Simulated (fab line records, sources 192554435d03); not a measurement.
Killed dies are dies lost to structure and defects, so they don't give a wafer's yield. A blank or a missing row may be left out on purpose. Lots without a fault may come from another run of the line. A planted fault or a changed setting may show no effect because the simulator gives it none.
Chamber matching | flow n5_finfet | N5_DUMMY_GATE_STRIP_40 on rie_diel-04: 4 sister chambers
The step strips in CF4. 4 wafers are shown with their chamber, then 7 later ones without.

WAFERS WITH THEIR CHAMBER
wafer  | chamber | throttle_valve_pct (%)
L082.3 | 2       | 12.95
L084.6 | 0       | 13.75
L094.1 | 1       | 13.87
L094.5 | 3       | 13.89

WAFERS WITHOUT THEIR CHAMBER
wafer  | throttle_valve_pct (%)
L094.6 | 13.80
L095.2 | 13.90
L095.3 | 13.79
L095.4 | 13.87
L096.1 | 13.81
L096.2 | 12.99
L096.4 | 13.80

WHICH CHAMBER EACH WENT THROUGH
wafer  | from the rows above          | in truth
L094.6 | can't be placed: 0 or 1 or 3 | 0
L095.2 | can't be placed: 3 or 1      | 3
L095.3 | can't be placed: 0 or 1 or 3 | 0
L095.4 | can't be placed: 1 or 3      | 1
L096.1 | can't be placed: 1 or 0 or 3 | 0
L096.2 | 2                            | 2
L096.4 | can't be placed: 0 or 1 or 3 | 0
Placed correctly: 1 of 7. Can't be placed from these rows: 6 (the true chamber is among the candidates in 6). Placed wrongly: 0.
How it was worked out, from the rows above alone: a wafer's distance from a chamber is the root of the sum, over the readings, of the square of ((its reading less the chamber's mean) divided by the reading's scatter). The wafer belongs to the nearest chamber; if the next one is less than 2 further off, it can't be placed. A chamber's mean is the mean of its shown wafers. The scatter: with one shown wafer a chamber, the root of the mean of the squares of how far each hidden wafer lies from its nearest shown one.
